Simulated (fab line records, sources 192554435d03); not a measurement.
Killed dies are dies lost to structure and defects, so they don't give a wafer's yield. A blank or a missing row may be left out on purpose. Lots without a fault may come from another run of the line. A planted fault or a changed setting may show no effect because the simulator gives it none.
Chamber matching | flow n5_finfet | N5_GATE_CUT_ETCH_36 on rie_diel-02: 4 sister chambers
The step etches SiARC in CF4, target depth 13 nm, time 21.7 s. 22 wafers are shown with their chamber, then 11 later ones without.

WAFERS WITH THEIR CHAMBER
wafer  | chamber | drypump_motor_current_A (A) | showerhead_plenum_p_Torr (Torr) | throttle_valve_pct (%)
L075.1 | 2       | 5.1                         | 2.09                            | 15.5
L075.4 | 0       | 6.1                         | 2.23                            | 15.2
L075.5 | 2       | 5.1                         | 2.09                            | 15.5
L076.3 | 2       | 5.1                         | 2.09                            | 15.5
L076.5 | 0       | 6.1                         | 2.23                            | 15.2
L076.6 | 1       | 5.8                         | 2.12                            | 16.0
L077.2 | 3       | 4.9                         | 2.21                            | 15.8
L077.3 | 2       | 5.1                         | 2.09                            | 15.5
L077.4 | 0       | 6.1                         | 2.23                            | 15.2
L079.1 | 2       | 5.1                         | 2.09                            | 15.6
L079.4 | 1       | 5.8                         | 2.12                            | 16.1
L079.6 | 0       | 6.1                         | 2.23                            | 15.2
L081.3 | 1       | 5.8                         | 2.12                            | 16.0
L081.5 | 1       | 5.8                         | 2.12                            | 16.0
L081.6 | 0       | 6.1                         | 2.23                            | 15.2
L084.1 | 3       | 4.9                         | 2.20                            | 15.9
L084.2 | 0       | 6.1                         | 2.22                            | 15.2
L084.6 | 0       | 6.1                         | 2.22                            | 15.2
L088.2 | 1       | 5.8                         | 2.11                            | 16.1
L088.5 | 1       | 5.8                         | 2.11                            | 16.1
L088.6 | 2       | 5.0                         | 2.08                            | 15.6
L089.1 | 3       | 4.9                         | 2.20                            | 15.9

SIGNATURES (means of the wafers above)
reading                  | chamber 0 | chamber 1 | chamber 2 | chamber 3 | scatter within a chamber
drypump_motor_current_A  | 6.100     | 5.800     | 5.083     | 4.900     | 0.0215
showerhead_plenum_p_Torr | 2.2271    | 2.1167    | 2.0883    | 2.2033    | 0.00487
throttle_valve_pct       | 15.200    | 16.050    | 15.533    | 15.867    | 0.0441
Rule: a wafer's distance from a chamber is the root of the sum, over the readings, of the square of ((its reading less the chamber's mean) divided by the reading's scatter). The wafer belongs to the nearest chamber; if the next one is less than 2 further off, it can't be placed. The scatter: the root of (the sum of the squares of (reading less its chamber's mean) over the shown wafers, divided by (wafers less chambers)).

WAFERS WITHOUT THEIR CHAMBER
wafer  | drypump_motor_current_A (A) | showerhead_plenum_p_Torr (Torr) | throttle_valve_pct (%)
L089.4 | 5.8                         | 2.11                            | 16.1
L089.6 | 4.9                         | 2.20                            | 15.9
L094.1 | 5.1                         | 2.08                            | 15.6
L094.3 | 5.8                         | 2.11                            | 16.1
L094.4 | 4.9                         | 2.20                            | 15.9
L095.2 | 6.1                         | 2.22                            | 15.3
L095.4 | 5.8                         | 2.11                            | 16.1
L095.5 | 6.1                         | 2.22                            | 15.3
L096.1 | 6.1                         | 2.22                            | 15.3
L096.3 | 5.1                         | 2.08                            | 15.6
L096.6 | 5.1                         | 2.08                            | 15.6

WHICH CHAMBER EACH WENT THROUGH
wafer  | from the rows above | in truth
L089.4 | 1                   | 1
L089.6 | 3                   | 3
L094.1 | 2                   | 2
L094.3 | 1                   | 1
L094.4 | 3                   | 3
L095.2 | 0                   | 0
L095.4 | 1                   | 1
L095.5 | 0                   | 0
L096.1 | 0                   | 0
L096.3 | 2                   | 2
L096.6 | 2                   | 2
Placed correctly: 11 of 11. Can't be placed from these rows: 0. Placed wrongly: 0.
